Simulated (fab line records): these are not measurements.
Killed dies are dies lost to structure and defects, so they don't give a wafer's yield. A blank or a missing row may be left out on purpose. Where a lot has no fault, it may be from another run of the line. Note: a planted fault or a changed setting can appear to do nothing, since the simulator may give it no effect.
Split-lot study -- flow n5-finfet -- 21 wafers read from 7 lots, route of 1938 steps

SPLIT DETAILS
At N5_BEOL_M8_COAT_63 (time 60 s, resist thk 60 nm), the setting spin-rpm was moved away from the recipe's 1500 rpm on 8 of the 21 wafers read, by +3.9% to +10.1%. The other wafers ran this setting at the recipe's value.

FROM THE SPLIT TO THE READING: what the file shows between them, 6 steps
- N5_BEOL_M8_DESCUM_33: chemistry O2, time 7 s (also split here: time-s)
- N5_BEOL_M8_ETCH_72: etches underlayer in N2/H2, target depth 6.5 nm, time 5.2 s
- N5_BEOL_M8_ETCH_65: etches SiARC in CF4, target depth 15.6 nm, time 26 s
- N5_BEOL_M8_ETCH_66: etches SOC in N2/H2, target depth 80 nm, overetch 16 nm, time 120 s
- N5_BEOL_M8_STRIP_69: strips in N2/H2
- N5_BEOL_M8_STRIP_73: strips in N2/H2

THE READING
SOC_of_BEOL_M8_COAT_63.thk-nm (the simulator's own value, which no gauge read), in nm, at N5_BEOL_M8_VIA_ETCH_34 (etches SiCOH lowk in C4F6/O2, target depth 125.5 nm, time 50.5 s). The file gives no usual value for it. The 13 wafers here that ran the recipe average 54.0 nm, standard deviation 0.21 nm.

wafer,"tool, chamber at the split","spin-rpm as run, rpm",against the recipe,"SOC_of_BEOL_M8_COAT_63.thk-nm, nm",against lot-mates on the recipe
L075.1,"litho-track-01, 0",1609,+7.3%,51.6,-2.2
L075.4,"litho-track-01, 0",1609,+7.3%,51.6,-2.2
L075.3,"litho-track-01, 0",1500,recipe,53.8,-
L084.3,"litho-track-01, 0",1500,recipe,54,-
L084.4,"litho-track-01, 0",1500,recipe,54,-
L084.6,"litho-track-01, 0",1500,recipe,53.8,-
L083.1,"litho-track-05, 0",1500,recipe,53.6,-
L083.2,"litho-track-05, 0",1500,recipe,54,-
L083.6,"litho-track-05, 0",1500,recipe,53.8,-
L089.1,"litho-track-05, 0",1559,+3.9%,52.8,-1.0
L089.2,"litho-track-05, 0",1500,recipe,53.8,-
L089.4,"litho-track-05, 0",1559,+3.9%,52.6,-1.2
L091.4,"litho-track-04, 0",1651,+10.1%,51,no lot-mate on the recipe
L091.5,"litho-track-04, 0",1651,+10.1%,51,no lot-mate on the recipe
L091.6,"litho-track-04, 0",1651,+10.1%,51,no lot-mate on the recipe
L095.3,"litho-track-04, 0",1500,recipe,54.4,-
L095.4,"litho-track-04, 0",1500,recipe,54.2,-
L095.5,"litho-track-04, 0",1500,recipe,54,-
L097.2,"litho-track-04, 0",1606,+7.1%,52,-2.1
L097.4,"litho-track-04, 0",1500,recipe,54.2,-
L097.5,"litho-track-04, 0",1500,recipe,54,-

FIT RESULTS
A straight line over all 21 wafers: SOC_of_BEOL_M8_COAT_63.thk-nm changes by -0.3 nm for each +1% of spin-rpm; r = -0.99; the points scatter about the line by 0.19 nm.
The same after taking each lot's own level away (the mean of its wafers on the recipe; 18 wafers): -0.298 nm for each +1%; r = -0.99; scatter 0.12 nm.
The reading moves by 3 nm for the largest change in spin-rpm, on that fit.
The lots' own levels span 53.80 to 54.20 nm, that is 1.9 times the standard deviation above.
Hence the lot-to-lot level has little effect on the slope; both slopes agree.
Check: with one of the wafers moved furthest among these (+7.3%) left out of the fit, the line predicts -2.15 nm for it against its lot-mates. It came out at -2.2 nm against them.

OTHER SPLITS ON THESE WAFERS
Note: prior to the reading, these wafers also went through further splits. Each is held against what the fit with the lots' levels taken away leaves over:
other split on the same wafers,wafers away from the commonest value,r with SOC_of_BEOL_M8_COAT_63.thk-nm (lot level and that fit taken away)
N5_BEOL_M7_COAT_05 spin-rpm,8,-0.17
N5_BEOL_M8_DESCUM_33 time-s,6,+0.01

THE WHOLE CHAIN: every reading that the file lists as answering this split, in the file's order
step,what it does,reading,change (the file's fit),r (the file's)
N5_BEOL_M8_COAT_63,"time 60 s, resist thk 60 nm","SOC_of_BEOL_M8_COAT_63.thk-nm (the simulator's own value, which no gauge read)",-0.282 nm for each +1% of the setting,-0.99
N5_BEOL_M8_ETCH_66,"etches SOC in N2/H2, target depth 80 nm, overetch 16 nm, time 120 s","etch.depth-nm (the simulator's own value, which no gauge read)",-0.28 nm for each +1% of the setting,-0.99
N5_BEOL_M8_VIA_ETCH_34,"etches SiCOH lowk in C4F6/O2, target depth 125.5 nm, time 50.5 s","SOC_of_BEOL_M8_COAT_63.thk-nm (the simulator's own value, which no gauge read)",-0.297 nm for each +1% of the setting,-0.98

FILE'S OWN FIT
SOC_of_BEOL_M8_COAT_63.thk-nm changes by -0.297 nm for each +1% of spin-rpm, r = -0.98.
